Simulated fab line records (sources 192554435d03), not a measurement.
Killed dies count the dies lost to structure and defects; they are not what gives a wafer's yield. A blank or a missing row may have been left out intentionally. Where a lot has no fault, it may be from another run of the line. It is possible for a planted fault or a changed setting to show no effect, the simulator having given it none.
Matching of chambers / flow n5_finfet / 4 sister chambers for N5_SD_EPI_P_ETCHBACK_46 on rie_diel-05
The step etches SiNx in CH3F/O2, stops on SiO2, target depth 17.5 nm. 4 wafers are shown with their chamber, then 8 later ones without.

== EACH WAFER AND ITS CHAMBER ==
wafer=L086.1; chamber=3; rf_vpp_V (V)=301
wafer=L086.2; chamber=0; rf_vpp_V (V)=291
wafer=L086.3; chamber=1; rf_vpp_V (V)=309
wafer=L089.2; chamber=2; rf_vpp_V (V)=309

== WAFERS MISSING THEIR CHAMBER ==
wafer=L089.3; rf_vpp_V (V)=309
wafer=L089.4; rf_vpp_V (V)=292
wafer=L091.3; rf_vpp_V (V)=292
wafer=L091.4; rf_vpp_V (V)=308
wafer=L091.6; rf_vpp_V (V)=308
wafer=L096.1; rf_vpp_V (V)=308
wafer=L096.2; rf_vpp_V (V)=300
wafer=L096.6; rf_vpp_V (V)=309

== WHICH CHAMBER EACH WENT THROUGH ==
wafer=L089.3; from the rows above=can't be placed: 1 or 2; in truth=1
wafer=L089.4; from the rows above=0; in truth=0
wafer=L091.3; from the rows above=0; in truth=0
wafer=L091.4; from the rows above=can't be placed: 1 or 2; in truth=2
wafer=L091.6; from the rows above=can't be placed: 1 or 2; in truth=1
wafer=L096.1; from the rows above=can't be placed: 1 or 2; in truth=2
wafer=L096.2; from the rows above=3; in truth=3
wafer=L096.6; from the rows above=can't be placed: 1 or 2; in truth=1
Placed correctly: 3 of 8. From these rows, 5 cannot be placed; in 5 the true chamber is one of the candidates. Wrongly placed: 0.
How it was worked out, from the rows above alone: a wafer's distance from a chamber is the root of the sum, over the readings, of the square of ((its reading less the chamber's mean) divided by the reading's scatter). The wafer belongs to the nearest chamber; if the next one is less than 2 further off, it can't be placed. A chamber's mean is the mean of its shown wafers. The scatter: with one shown wafer a chamber, the root of the mean of the squares of how far each hidden wafer lies from its nearest shown one.
